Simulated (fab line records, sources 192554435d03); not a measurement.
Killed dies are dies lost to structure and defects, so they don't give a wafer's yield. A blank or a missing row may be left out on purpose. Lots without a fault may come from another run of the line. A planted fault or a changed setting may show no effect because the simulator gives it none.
fab line records | flow n5_finfet | part 1 of 2: steps 1 to 24 of 28
record lots=5 wafers=15 last_day=18
route steps=1938 shown GATE_CUT@504 MOL_CONTACT_COAG@517
lots that met no fault: from a run of the same line without faults
start_h: hours from the record's first day to the start of the lot's first wafer shown | wait_h: hours since the lot's step before | " the same as in the row above | L1.1+2: a row that stands for several wafers | - no value, or no start given | * or withheld: withheld | < > ~ a bound
route shown NAME@n: a module of which the file shows steps, and the number in the route of the first | usual: mean/standard deviation of fault-free wafers | same: alike in all rows | chamber/n: place in a boat | sites: the reading at each site | _std_site: their standard deviation | _edge_site: outer sites' mean less inner sites' | radius_mm: how far each site lies from the wafer's centre | mask NAME#n: copy n | behind: the tool/chamber that last shaped the wafer | hold: why the lot was held/for how many hours/how that ended | device: the transistor (n, p or np) that didn't switch | end of line: the same wafers' tests at the end of the route | a step without rows: its recipe alone | killed: dies lost to structure and defects at the first sort, not the wafer's yield | map: a wafer's dies, x killed, . not, _ none there
set.NAME: the setting as run; set.NAME@STEP: as run at that earlier step | model.NAME: the simulator's own value behind a step, which no gauge read
lots at some steps of the route; a table a step, a row a wafer
services: from which hour (start_h, from the record's first day; less than 0 if before it) a tool's chamber was out of use, for how many hours, and why
## steps
# step N5_GATE_CUT_VAPOR_ETCH_48
# recipe chemistry=BCl3/Cl2 target=TiN mode=isotropic
# usual drypump_motor_current_A=5.8/0.35 oes_product_au=0.80/0.12
# columns lot.wafer tool chamber start_h wait_h drypump_motor_current_A oes_product_au
L075.2 rie_metal-03 0 88.34 0.1 5.5 0.77
L075.3 " 0 " " 5.5 0.77
L075.4 " 0 " " 5.5 0.78
L083.1 rie_metal-02 1 138.16 0.0 5.7 0.58
L083.3 " 0 " " 5.3 0.76
L083.4 " 1 " " 5.7 0.57
L086.2 rie_metal-03 1 155.95 0.0 5.6 0.91
L086.3 " 1 " " 5.6 0.91
L086.6 " 1 " " 5.6 0.92
L090.4 rie_metal-03 0 184.13 0.0 5.4 0.76
L090.5 " 1 " " 5.6 0.90
L090.6 " 0 " " 5.4 0.76
L093.1 rie_metal-01 0 200.50 0.0 6.1 0.90
L093.2 " 1 " " 6.2 0.64
L093.5 " 1 " " 6.2 0.63
# step N5_GATE_CUT_VAPOR_ETCH_49
# recipe chemistry=BCl3/Cl2 target=TiAlC mode=isotropic
# usual drypump_motor_current_A=5.8/0.34 oes_product_au=0.80/0.12
# columns lot.wafer tool chamber start_h wait_h drypump_motor_current_A oes_product_au
L075.2 rie_metal-03 0 88.40 0.1 5.5 0.77
L075.3 " 0 " " 5.5 0.77
L075.4 " 0 " " 5.4 0.77
L083.1 rie_metal-02 1 138.19 0.0 5.7 0.57
L083.3 " 0 " " 5.3 0.76
L083.4 " 1 " " 5.7 0.57
L086.2 rie_metal-03 1 155.98 0.0 5.6 0.90
L086.3 " 1 " " 5.6 0.91
L086.6 " 1 " " 5.7 0.91
L090.4 rie_metal-03 0 184.16 0.0 5.4 0.75
L090.5 " 1 " " 5.6 0.89
L090.6 " 0 " " 5.5 0.76
L093.1 rie_metal-01 0 200.53 0.0 6.1 0.91
L093.2 " 1 " " 6.2 0.63
L093.5 " 1 " " 6.2 0.63
# step N5_GATE_CUT_VAPOR_ETCH_51
# recipe chemistry=BCl3/Cl2 target=HfO2 mode=isotropic
# usual drypump_motor_current_A=5.8/0.34 oes_product_au=0.80/0.12
# columns lot.wafer tool chamber start_h wait_h drypump_motor_current_A oes_product_au
L075.2 rie_metal-03 0 88.46 0.1 5.5 0.77
L075.3 " 0 " " 5.5 0.77
L075.4 " 0 " " 5.5 0.77
L083.1 rie_metal-02 1 138.22 0.0 5.7 0.57
L083.3 " 0 " " 5.3 0.75
L083.4 " 1 " " 5.7 0.57
L086.2 rie_metal-03 1 156.01 0.0 5.6 0.91
L086.3 " 1 " " 5.6 0.90
L086.6 " 1 " " 5.6 0.91
L090.4 rie_metal-03 0 184.19 0.0 5.4 0.76
L090.5 " 1 " " 5.6 0.89
L090.6 " 0 " " 5.5 0.77
L093.1 rie_metal-01 0 200.56 0.0 6.1 0.90
L093.2 " 1 " " 6.2 0.63
L093.5 " 1 " " 6.2 0.63
# step N5_GATE_CUT_STRIP_21
# recipe chemistry=N2/H2 time_s=30 power_w=1000 temp_c=250 pressure_mtorr=withheld n2_flow_sccm=1750 h2_flow_sccm=3250
# usual drypump_motor_current_A=5.4/0.45 heater_power_w=333/24
# columns lot.wafer tool chamber start_h wait_h drypump_motor_current_A heater_power_w rf_hours_counter_h
L075.2 plasma_asher-02 1 88.53 0.1 5.0 355 88
L075.3 " 0 " " 5.7 301 -
L075.4 " 1 " " 5.0 345 -
L083.1 plasma_asher-01 0 138.27 0.0 4.9 327 51
L083.3 " 0 " " 4.9 327 -
L083.4 " 1 " " 6.0 369 -
L086.2 plasma_asher-02 0 156.06 0.0 5.7 298 100
L086.3 " 1 " " 5.0 352 -
L086.6 " 1 " " 5.0 346 -
L090.4 plasma_asher-02 1 184.25 0.1 5.0 353 -
L090.5 " 0 " " 5.7 299 -
L090.6 " 1 " " 5.0 347 -
L093.1 plasma_asher-02 1 200.61 0.0 5.0 343 109
L093.2 " 0 " " 5.7 295 109
L093.5 " 0 " " 5.7 301 -
# step N5_GATE_CUT_STRIP_29
# recipe chemistry=post_etch_residue_remover time_s=60 temp_c=25 remover_ph=withheld remover_water_wt_pct=withheld remover_fluoride_wt_pct=withheld
# columns lot.wafer tool chamber start_h wait_h
L075.2+3+4 wet_bench-06 2,1,0 88.62 0.1
L083.1+3+4 wet_bench-01 4,3,5 138.36 0.1
L086.2+3+6 wet_bench-03 1,6,3 156.14 0.1
L090.4+5+6 wet_bench-01 6,3,1 184.31 0.0
L093.1+2+5 wet_bench-03 2,5,3 200.70 0.1
# step N5_GATE_CUT_SRD_52
# recipe dry=ipa_marangoni time_s=30 temp_c=23 rinse_liquid=diw
# columns lot.wafer tool chamber start_h wait_h
L075.2+3+4 wet_bench-06 2,1,0 88.64 0.0
L083.1+3+4 wet_bench-01 4,3,5 138.38 0.0
L086.2+3+6 wet_bench-03 1,6,3 156.16 0.0
L090.4+5+6 wet_bench-01 6,3,1 184.33 0.0
L093.1+2+5 wet_bench-03 2,5,3 200.72 0.0
# step N5_GATE_CUT_ALD_22
# recipe material=SiNx target_thk_a=160 temp_c=400 ald_precursor_family=SiH2I2 ald_co_reactant=N2/H2-plasma pulse_time_s=1 ald_cycles=320 purge_time_s=2 co_reactant_purge_time_s=2 pressure_torr=2
# usual heater_power_w=853/100 precursor_pulse_height_rel=1.000/0.021
# columns lot.wafer tool chamber start_h wait_h heater_power_w precursor_pulse_height_rel since_wet_clean_h
L075.2 ald_sin-04 2 88.70 0.0 982 0.993 187
L075.3 " 3 " " 977 1.022 187
L075.4 " 1 " " 721 0.983 187
L083.1 ald_sin-04 2 138.43 0.0 995 1.009 236
L083.3 " 1 " " 721 0.982 236
L083.4 " 0 " " 818 0.982 236
L086.2 ald_sin-02 1 156.21 0.0 738 1.015 346
L086.3 " 0 " " 868 0.970 346
L086.6 " 3 " " 939 1.022 -
L090.4 ald_sin-03 0 184.38 0.0 902 1.029 175
L090.5 " 2 " " 892 1.008 -
L090.6 " 1 " " 767 1.024 -
L093.1 ald_sin-02 2 200.76 0.0 761 1.027 10
L093.2 " 0 " " 802 1.000 10
L093.5 " 1 " " 695 0.976 -
# step N5_GATE_CUT_CMP_23
# recipe stop_on=SiO2 t_overpolish_s=23.4 post_cmp_clean=alkaline_brush down_force_psi=2.5 platen_rpm=51.8 pad_velocity_m_s=1.0307 target_thk_nm=16
# usual head_pressure_psi=2.500/0.0059 motor_current_A=8.8/0.79 overpolish_run_s=23.401/0.0086 pad_life_wafers=1205/390 time_to_endpoint_s=18.7/1.9
# columns lot.wafer tool chamber start_h wait_h head_pressure_psi motor_current_A overpolish_run_s pad_life_wafers time_to_endpoint_s
L075.2 cmp-02 3 90.19 0.8 2.491 8.2 23.395 960 21.8
L075.4 " 0 " " 2.497 7.9 23.409 961 19.6
L075.3 " 2 " " 2.495 7.9 23.397 963 20.8
L083.3 cmp-04 1 139.92 0.8 2.496 8.9 23.411 744 18.4
L083.4 " 2 " " 2.500 10.1 23.396 745 19.9
L083.1 " 0 " " 2.505 7.8 23.410 747 19.6
L086.2 cmp-02 3 157.70 0.8 2.509 8.4 23.425 1494 15.8
L086.3 " 1 " " 2.503 9.7 23.406 1496 18.2
L086.6 " 3 " " 2.508 8.6 23.406 - 15.6
L090.4 cmp-04 3 185.98 0.9 2.499 8.7 23.393 1053 19.2
L090.5 " 0 " " 2.491 8.3 23.393 - 18.5
L090.6 " 1 " " 2.503 9.5 23.390 - 20.3
L093.2 cmp-01 1 202.25 0.8 2.510 9.4 23.397 1572 18.6
L093.1 " 3 " " 2.506 9.6 23.398 1574 19.4
L093.5 " 2 " " 2.505 7.9 23.409 - 15.8
# step N5_GATE_CUT_THK_MEAS_24
# recipe reads=SiO2_of_GATE_CUT_HM_DEP_46+SiO2_flowable_of_ILD0_FCVD_FILL_01
# usual GC_FILL_THK=219.9/1.9
# columns lot.wafer tool chamber start_h wait_h GC_FILL_THK[nm]
L075.2 film_metro-02 - 90.48 - 219.6
L075.3 " - " " 221.7
L075.4 " - " " 220.1
L083.1 film_metro-01 - 140.21 - 219.5
L083.3 " - " " 219.0
L083.4 " - " " 221.2
L086.2 film_metro-02 - 157.99 - 216.9
L086.3 " - " " 220.3
L086.6 " - " " 221.3
L090.4 film_metro-01 - 186.17 - 222.9
L090.5 " - " " 219.3
L090.6 " - " " 221.8
L093.1 film_metro-01 - 202.55 - 221.4
L093.2 " - " " 220.7
L093.5 " - " " 223.2
# step N5_GATE_CUT_CMP_43
# recipe material=SiO2 post_cmp_clean=rinse_only
# usual motor_current_A=11.7/0.97 pad_life_wafers=1199/400
# columns lot.wafer tool chamber start_h wait_h motor_current_A pad_life_wafers
L075.2 cmp-02 1 90.51 0.0 12.6 966
L075.3 " 3 " " 11.4 968
L075.4 " 0 " " 11.0 969
L083.1 cmp-04 3 140.24 0.0 11.4 750
L083.3 " 1 " " 12.2 752
L083.4 " 2 " " 13.5 753
L086.2 cmp-01 3 158.03 0.0 13.1 1230
L086.3 " 0 " " 11.8 1231
L086.6 " 0 " " 11.5 -
L090.4 cmp-01 2 186.27 0.1 11.2 1441
L090.6 " 1 " " 12.3 -
L090.5 " 2 " " 10.8 -
L093.2 cmp-04 3 202.58 0.0 11.7 1194
L093.1 " 2 " " 13.3 1197
L093.5 " 3 " " 11.6 -
# step N5_GATE_CUT_CMP_61
# recipe stop_on=SiNx t_overpolish_s=3 post_cmp_clean=alkaline_brush down_force_psi=4 platen_rpm=27.09 pad_velocity_m_s=0.539
# usual head_pressure_psi=3.999/0.0088 motor_current_A=11.7/1 pad_life_wafers=1205/400
# columns lot.wafer tool chamber start_h wait_h head_pressure_psi motor_current_A pad_life_wafers
L075.2 cmp-02 1 90.99 0.4 4.006 12.7 972
L075.3 " 3 " " 4.000 11.4 974
L075.4 " 0 " " 4.004 10.4 975
L083.1 cmp-04 3 140.72 0.4 3.974 10.9 756
L083.3 " 1 " " 3.995 12.3 758
L083.4 " 2 " " 4.005 14.0 759
L086.2 cmp-01 3 158.51 0.4 4.025 12.3 1236
L086.3 " 0 " " 3.999 11.9 1237
L086.6 " 0 " " 3.997 11.8 -
L090.4 cmp-01 2 186.70 0.3 4.008 10.9 1447
L090.6 " 1 " " 3.999 11.7 -
L090.5 " 2 " " 3.995 11.1 -
L093.2 cmp-04 3 203.06 0.4 4.002 11.9 1200
L093.1 " 2 " " 3.990 14.2 1203
L093.5 " 3 " " 4.000 11.7 -
# step N5_GATE_CUT_INSPECT_26
# recipe inspect_instrument=darkfield mode=post_cmp
# usual raw_defect_count=37/17
# columns lot.wafer tool chamber start_h wait_h raw_defect_count
L075.2 defect_inspect-02 - 91.23 0.0 34
L075.3 " - " " 40
L075.4 " - " " 71
L083.1 defect_inspect-01 - 140.95 0.0 60
L083.3 " - " " 52
L083.4 " - " " 50
L086.2 defect_inspect-01 - 158.74 0.0 20
L086.3 " - " " 15
L086.6 " - " " 32
L090.4 defect_inspect-02 - 186.91 0.0 52
L090.5 " - " " 44
L090.6 " - " " 35
L093.1 defect_inspect-01 - 203.29 0.0 28
L093.2 " - " " 12
L093.5 " - " " 18
# step N5_MOL_CONTACT_COAG_COAT_103
# recipe resist=SOC temp_c=250 time_s=60 spin_rpm=1500 resist_thk_nm=80
# usual chill_plate_temp_C=23.00/0.11 dispense_pressure_kPa=48.6/0.83
# columns lot.wafer tool chamber start_h wait_h chill_plate_temp_C dispense_pressure_kPa
L075.2 litho_track-03 0 91.26 0.0 23.00 48.2
L075.3 " 0 " " 22.83 48.1
L075.4 " 0 " " 23.05 48.1
L083.1 litho_track-05 0 140.98 0.0 22.96 49.7
L083.3 " 0 " " 22.90 49.7
L083.4 " 0 " " 22.85 49.7
L086.2 litho_track-05 0 158.77 0.0 23.04 49.7
L086.3 " 0 " " 22.96 49.7
L086.6 " 0 " " 23.05 49.7
L090.4 litho_track-03 0 186.94 0.0 23.30 48.1
L090.5 " 0 " " 23.15 48.2
L090.6 " 0 " " 23.06 48.2
L093.1 litho_track-01 0 203.32 0.0 23.11 47.7
L093.2 " 0 " " 23.15 47.7
L093.5 " 0 " " 23.09 47.7
# step N5_MOL_CONTACT_COAG_COAT_104
# recipe resist=SiARC temp_c=220 time_s=60 spin_rpm=1500 resist_thk_nm=12
# usual chill_plate_temp_C=22.99/0.1 dispense_pressure_kPa=48.6/0.84
# columns lot.wafer tool chamber start_h wait_h chill_plate_temp_C dispense_pressure_kPa
L075.2 litho_track-03 0 - - 23.05 48.2
L075.3 " 0 " " 22.95 48.2
L075.4 " 0 " " 22.95 48.2
L083.1 litho_track-05 0 - - 23.15 49.7
L083.3 " 0 " " 22.91 49.8
L083.4 " 0 " " 22.90 49.7
L086.2 litho_track-05 0 - - 23.10 49.7
L086.3 " 0 " " 23.09 49.7
L086.6 " 0 " " 23.04 49.7
L090.4 litho_track-03 0 - - 22.93 48.1
L090.5 " 0 " " 23.08 48.1
L090.6 " 0 " " 22.99 48.2
L093.1 litho_track-01 0 - - 23.02 47.7
L093.2 " 0 " " 22.89 47.7
L093.5 " 0 " " 23.00 47.7
# step N5_MOL_CONTACT_COAG_COAT_58
# recipe resist=underlayer temp_c=205 time_s=60 spin_rpm=1500 resist_thk_nm=10
# usual chill_plate_temp_C=22.99/0.1 dispense_pressure_kPa=48.5/0.82
# columns lot.wafer tool chamber start_h wait_h chill_plate_temp_C dispense_pressure_kPa
L075.2 litho_track-03 0 - - 23.20 48.1
L075.3 " 0 " " 22.88 48.1
L075.4 " 0 " " 23.06 48.1
L083.1 litho_track-05 0 - - 22.93 49.6
L083.3 " 0 " " 23.00 49.6
L083.4 " 0 " " 22.86 49.7
L086.2 litho_track-05 0 - - 23.02 49.6
L086.3 " 0 " " 23.06 49.6
L086.6 " 0 " " 23.03 49.7
L090.4 litho_track-03 0 - - 22.96 48.1
L090.5 " 0 " " 22.96 48.1
L090.6 " 0 " " 23.09 48.1
L093.1 litho_track-01 0 - - 22.97 47.6
L093.2 " 0 " " 22.91 47.6
L093.5 " 0 " " 23.06 47.6
# step N5_MOL_CONTACT_COAG_COAT_02
# recipe resist=CAR-EUV spin_rpm=1500 resist_thk_nm=30
# usual chill_plate_temp_C=23.00/0.1 dispense_pressure_kPa=48.5/0.8
# columns lot.wafer tool chamber start_h wait_h chill_plate_temp_C dispense_pressure_kPa
L075.2 litho_track-03 0 - - 23.07 48.0
L075.3 " 0 " " 22.99 48.1
L075.4 " 0 " " 22.85 48.1
L083.1 litho_track-05 0 - - 22.90 49.6
L083.3 " 0 " " 22.79 49.6
L083.4 " 0 " " 22.78 49.6
L086.2 litho_track-05 0 - - 22.93 49.6
L086.3 " 0 " " 23.11 49.6
L086.6 " 0 " " 22.98 49.6
L090.4 litho_track-03 0 - - 23.03 48.2
L090.5 " 0 " " 23.06 48.1
L090.6 " 0 " " 23.05 48.1
L093.1 litho_track-01 0 - - 23.12 47.6
L093.2 " 0 " " 22.89 47.6
L093.5 " 0 " " 23.00 47.7
# step N5_MOL_CONTACT_COAG_EBR_04
# recipe solvent=PGMEA ebr_width_mm=1.5
# usual chill_plate_temp_C=23.00/0.11
# same ebr_width_mm=1.5
# columns lot.wafer tool chamber start_h wait_h chill_plate_temp_C
L075.2 litho_track-03 0 - - 23.03
L075.3 " 0 " " 23.10
L075.4 " 0 " " 23.22
L083.1 litho_track-05 0 - - 23.04
L083.3 " 0 " " 23.16
L083.4 " 0 " " 23.14
L086.2 litho_track-05 0 - - 23.03
L086.3 " 0 " " 23.01
L086.6 " 0 " " 23.03
L090.4 litho_track-03 0 - - 22.94
L090.5 " 0 " " 22.98
L090.6 " 0 " " 23.00
L093.1 litho_track-01 0 - - 22.83
L093.2 " 0 " " 23.00
L093.5 " 0 " " 22.86
# step N5_MOL_CONTACT_COAG_SOFTBAKE_03
# recipe temp_c=110 time_s=60 resist=CAR-EUV
# usual chill_plate_temp_C=22.99/0.11
# columns lot.wafer tool chamber start_h wait_h chill_plate_temp_C
L075.2 litho_track-03 0 - - 23.01
L075.3 " 0 " " 22.98
L075.4 " 0 " " 22.95
L083.1 litho_track-05 0 - - 23.00
L083.3 " 0 " " 23.03
L083.4 " 0 " " 22.88
L086.2 litho_track-05 0 - - 23.24
L086.3 " 0 " " 23.01
L086.6 " 0 " " 23.14
L090.4 litho_track-03 0 - - 22.92
L090.5 " 0 " " 22.72
L090.6 " 0 " " 22.94
L093.1 litho_track-01 0 - - 22.85
L093.2 " 0 " " 23.05
L093.5 " 0 " " 22.79
# step N5_MOL_CONTACT_COAG_EXPOSE_05
# recipe mask_id=CA na=0.33 source_shape=annular sigma_inner=0.4 sigma_outer=0.8 polarization=unpolarized defocus_nm=0 dose_mj=38.25
# columns lot.wafer tool chamber start_h wait_h mask
L075.2+3+4 euv_scanner-02 0 91.40 - CA#0
L083.1+3+4 euv_scanner-01 0 141.12 - CA#0
L086.2+3+6 euv_scanner-02 0 158.92 - CA#0
L090.4+5+6 euv_scanner-01 0 187.22 - CA#0
L093.1+2+5 euv_scanner-01 0 203.58 - CA#0
# step N5_MOL_CONTACT_COAG_PEB_06
# recipe peb_temp_c=100 peb_time_s=60 resist=CAR-EUV
# usual chill_plate_temp_C=22.98/0.12
# columns lot.wafer tool chamber start_h wait_h chill_plate_temp_C
L075.2 litho_track-01 0 91.46 0.0 23.02
L075.3 " 0 " " 23.06
L075.4 " 0 " " 23.11
L083.1 litho_track-03 0 141.18 0.1 22.88
L083.3 " 0 " " 22.80
L083.4 " 0 " " 22.84
L086.2 litho_track-03 0 158.97 0.0 23.04
L086.3 " 0 " " 22.89
L086.6 " 0 " " 22.88
L090.4 litho_track-03 0 187.27 0.0 22.82
L090.5 " 0 " " 23.06
L090.6 " 0 " " 22.95
L093.1 litho_track-01 0 203.64 0.1 22.84
L093.2 " 0 " " 22.79
L093.5 " 0 " " 22.82
# step N5_MOL_CONTACT_COAG_DEVELOP_07
# recipe develop_time_s=30 developer=TMAH resist=CAR-EUV rinse_liquid=surfactant_rinse dry=air_spin dev_temp_c=23
# usual chill_plate_temp_C=22.98/0.11
# columns lot.wafer tool chamber start_h wait_h chill_plate_temp_C
L075.2 litho_track-01 0 - - 22.99
L075.3 " 0 " " 23.06
L075.4 " 0 " " 22.98
L083.1 litho_track-03 0 - - 23.14
L083.3 " 0 " " 22.94
L083.4 " 0 " " 22.91
L086.2 litho_track-03 0 - - 22.99
L086.3 " 0 " " 23.01
L086.6 " 0 " " 23.07
L090.4 litho_track-03 0 - - 23.06
L090.5 " 0 " " 22.98
L090.6 " 0 " " 22.94
L093.1 litho_track-01 0 - - 22.94
L093.2 " 0 " " 23.01
L093.5 " 0 " " 22.86
# step N5_MOL_CONTACT_COAG_CD_MEAS_08
# recipe target_cd_nm=28 landing_energy_ev=500 detector=se_inlens polarity=opening
# usual cd_nm=28.01/0.23
# columns lot.wafer tool chamber start_h wait_h cd_nm
L075.2 cd_sem-02 0 91.53 - 27.98
L075.3 " 0 " " 28.11
L075.4 " 0 " " 28.27
L083.1 cd_sem-03 0 141.25 - 27.90
L083.3 " 0 " " 27.95
L083.4 " 0 " " 27.77
L086.2 cd_sem-03 0 159.04 - 28.16
L086.3 " 0 " " 28.38
L086.6 " 0 " " 27.99
L090.4 cd_sem-02 0 187.33 - 28.22
L090.5 " 0 " " 28.09
L090.6 " 0 " " 28.08
L093.1 cd_sem-03 0 203.71 - 27.88
L093.2 " 0 " " 28.13
L093.5 " 0 " " 28.02
# step N5_MOL_CONTACT_COAG_OVL_MEAS_09
# recipe points_per_wafer=522
# usual CA_OVL=0.2/0.62
# columns lot.wafer tool chamber start_h wait_h CA_OVL[nm]
L075.2 overlay-01 0 91.56 0.0 0.3
L075.3 " 0 " " 1.2
L075.4 " 0 " " 1.2
L083.1 overlay-02 0 141.28 0.0 0.0
L083.3 " 0 " " 1.1
L083.4 " 0 " " 1.1
L086.2 overlay-01 0 159.08 0.0 0.6
L086.3 " 0 " " -0.4
L086.6 " 0 " " 0.6
L090.4 overlay-01 0 187.38 0.0 -0.1
L090.5 " 0 " " -0.2
L090.6 " 0 " " -0.1
L093.1 overlay-02 0 203.74 0.0 0.6
L093.2 " 0 " " 1.0
L093.5 " 0 " " 1.7
# step N5_MOL_CONTACT_COAG_INSPECT_10
# recipe mode=adi inspect_instrument=brightfield
# usual raw_defect_count=66/27
# columns lot.wafer tool chamber start_h wait_h raw_defect_count
L075.2 defect_inspect-02 - 91.61 0.0 67
L075.3 " - " " 77
L075.4 " - " " 115
L083.1 defect_inspect-01 - 141.34 0.1 99
L083.3 " - " " 96
L083.4 " - " " 69
L086.2 defect_inspect-01 - 159.13 0.0 32
L086.3 " - " " 33
L086.6 " - " " 51
L090.4 defect_inspect-02 - 187.42 0.0 92
L090.5 " - " " 96
L090.6 " - " " 64
L093.1 defect_inspect-02 - 203.80 0.1 49
L093.2 " - " " 39
L093.5 " - " " 42
